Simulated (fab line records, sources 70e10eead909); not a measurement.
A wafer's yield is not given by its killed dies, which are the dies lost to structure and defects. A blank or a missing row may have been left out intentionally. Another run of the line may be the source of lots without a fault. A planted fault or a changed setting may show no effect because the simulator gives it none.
Matching of chambers || flow nand-harc || NHARC_P_STI_CMP_21 on cmp-02: 4 sister chambers
The step polishes, t overpolish 20 s, target thk 380.67 nm. 8 wafers are shown with their chamber, then 10 later ones without.

WAFERS WITH THEIR CHAMBER
{"wafer": "L082.2", "chamber": 2, "motor-current-A (A)": 13.9, "overpolish-run-s (s)": 20.004}
{"wafer": "L087.2", "chamber": 1, "motor-current-A (A)": 12.1, "overpolish-run-s (s)": 20.003}
{"wafer": "L087.5", "chamber": 2, "motor-current-A (A)": 13.8, "overpolish-run-s (s)": 20.007}
{"wafer": "L088.2", "chamber": 0, "motor-current-A (A)": 9.6, "overpolish-run-s (s)": 19.997}
{"wafer": "L088.4", "chamber": 3, "motor-current-A (A)": 11.3, "overpolish-run-s (s)": 19.992}
{"wafer": "L088.5", "chamber": 1, "motor-current-A (A)": 11.8, "overpolish-run-s (s)": 19.988}
{"wafer": "L090.1", "chamber": 0, "motor-current-A (A)": 10.2, "overpolish-run-s (s)": 19.987}
{"wafer": "L090.3", "chamber": 3, "motor-current-A (A)": 11.3, "overpolish-run-s (s)": 20.005}

WAFERS WHOSE CHAMBER IS MISSING
{"wafer": "L090.6", "motor-current-A (A)": 12.0, "overpolish-run-s (s)": 19.994}
{"wafer": "L091.2", "motor-current-A (A)": 14.5, "overpolish-run-s (s)": 19.990}
{"wafer": "L091.3", "motor-current-A (A)": 9.9, "overpolish-run-s (s)": 20.000}
{"wafer": "L091.4", "motor-current-A (A)": 12.2, "overpolish-run-s (s)": 20.007}
{"wafer": "L094.2", "motor-current-A (A)": 12.2, "overpolish-run-s (s)": 19.990}
{"wafer": "L094.3", "motor-current-A (A)": 12.7, "overpolish-run-s (s)": 20.005}
{"wafer": "L094.4", "motor-current-A (A)": 9.8, "overpolish-run-s (s)": 19.987}
{"wafer": "L096.1", "motor-current-A (A)": 14.0, "overpolish-run-s (s)": 20.001}
{"wafer": "L096.3", "motor-current-A (A)": 11.6, "overpolish-run-s (s)": 20.002}
{"wafer": "L096.5", "motor-current-A (A)": 12.6, "overpolish-run-s (s)": 20.001}

WHICH CHAMBER EACH ONE RAN IN
{"wafer": "L090.6", "from the rows above": 1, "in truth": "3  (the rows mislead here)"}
{"wafer": "L091.2", "from the rows above": 2, "in truth": 2}
{"wafer": "L091.3", "from the rows above": 0, "in truth": 0}
{"wafer": "L091.4", "from the rows above": 1, "in truth": 1}
{"wafer": "L094.2", "from the rows above": 1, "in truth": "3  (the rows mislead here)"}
{"wafer": "L094.3", "from the rows above": "can't be placed: 1 or 2", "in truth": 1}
{"wafer": "L094.4", "from the rows above": 0, "in truth": 0}
{"wafer": "L096.1", "from the rows above": 2, "in truth": 2}
{"wafer": "L096.3", "from the rows above": "can't be placed: 3 or 1", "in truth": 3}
{"wafer": "L096.5", "from the rows above": 1, "in truth": 1}
6 of 10 placed correctly. Not placeable from these rows: 2 (in 2, the candidates include the true chamber). Number placed wrongly: 2.
How it was worked out, from the rows above alone: a wafer's distance from a chamber is the root of the sum, over the readings, of the square of ((its reading less the chamber's mean) divided by the reading's scatter). If the next closest chamber is less than 2 further off than the closest, the wafer can't be placed; otherwise it belongs to the closest. For every chamber, the mean is computed from those of its wafers that are shown. The scatter is the square root of a quotient: the sum, over the shown wafers, of each reading's squared deviation from its chamber's mean, divided by wafers minus chambers.
